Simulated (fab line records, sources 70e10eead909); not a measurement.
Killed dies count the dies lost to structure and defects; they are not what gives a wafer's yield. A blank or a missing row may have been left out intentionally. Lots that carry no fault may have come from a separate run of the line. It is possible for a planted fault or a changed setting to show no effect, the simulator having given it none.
Matching of chambers || flow nand-harc || NHARC_A_WL_FILL_ALD_00 on ald-hk-02 has 4 sister chambers
The step deposits Al2O3, target thk 3 nm, pulse time 3 s, ald cycles 30. 4 wafers are shown with their chamber, then 11 later ones without.

## WAFERS WITH THEIR CHAMBER
{"wafer": "L086.1", "chamber": 3, "heater-power-w (W)": 469}
{"wafer": "L086.2", "chamber": 0, "heater-power-w (W)": 468}
{"wafer": "L086.4", "chamber": 2, "heater-power-w (W)": 383}
{"wafer": "L088.1", "chamber": 1, "heater-power-w (W)": 487}

## WAFERS WITHOUT THEIR CHAMBER
{"wafer": "L088.4", "heater-power-w (W)": 392}
{"wafer": "L088.5", "heater-power-w (W)": 383}
{"wafer": "L090.1", "heater-power-w (W)": 485}
{"wafer": "L090.4", "heater-power-w (W)": 469}
{"wafer": "L090.6", "heater-power-w (W)": 482}
{"wafer": "L089.2", "heater-power-w (W)": 487}
{"wafer": "L089.4", "heater-power-w (W)": 484}
{"wafer": "L089.5", "heater-power-w (W)": 483}
{"wafer": "L093.2", "heater-power-w (W)": 476}
{"wafer": "L093.3", "heater-power-w (W)": 381}
{"wafer": "L093.6", "heater-power-w (W)": 476}

## WHICH CHAMBER EACH ONE RAN IN
{"wafer": "L088.4", "from the rows above": 2, "in truth": 2}
{"wafer": "L088.5", "from the rows above": 2, "in truth": 2}
{"wafer": "L090.1", "from the rows above": 1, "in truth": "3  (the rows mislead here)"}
{"wafer": "L090.4", "from the rows above": "can't be placed: 3 or 0", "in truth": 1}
{"wafer": "L090.6", "from the rows above": "can't be placed: 1 or 3 or 0", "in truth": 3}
{"wafer": "L089.2", "from the rows above": 1, "in truth": 1}
{"wafer": "L089.4", "from the rows above": 1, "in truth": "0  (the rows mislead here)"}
{"wafer": "L089.5", "from the rows above": 1, "in truth": 1}
{"wafer": "L093.2", "from the rows above": "can't be placed: 3 or 0 or 1", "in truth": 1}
{"wafer": "L093.3", "from the rows above": 2, "in truth": 2}
{"wafer": "L093.6", "from the rows above": "can't be placed: 3 or 0 or 1", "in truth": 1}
5 of 11 placed correctly. Can't be placed from these rows: 4 (the true chamber is among the candidates in 3). Wrongly placed: 2.
How it was worked out, from the rows above alone: a wafer's distance from a chamber is the root of the sum, over the readings, of the square of ((its reading less the chamber's mean) divided by the reading's scatter). If the next closest chamber is less than 2 further off than the closest, the wafer can't be placed; otherwise it belongs to the closest. Each chamber's mean is taken over the wafers shown for it. The scatter: root of mean squared gap, hidden wafer to nearest shown wafer, with one shown wafer a chamber.
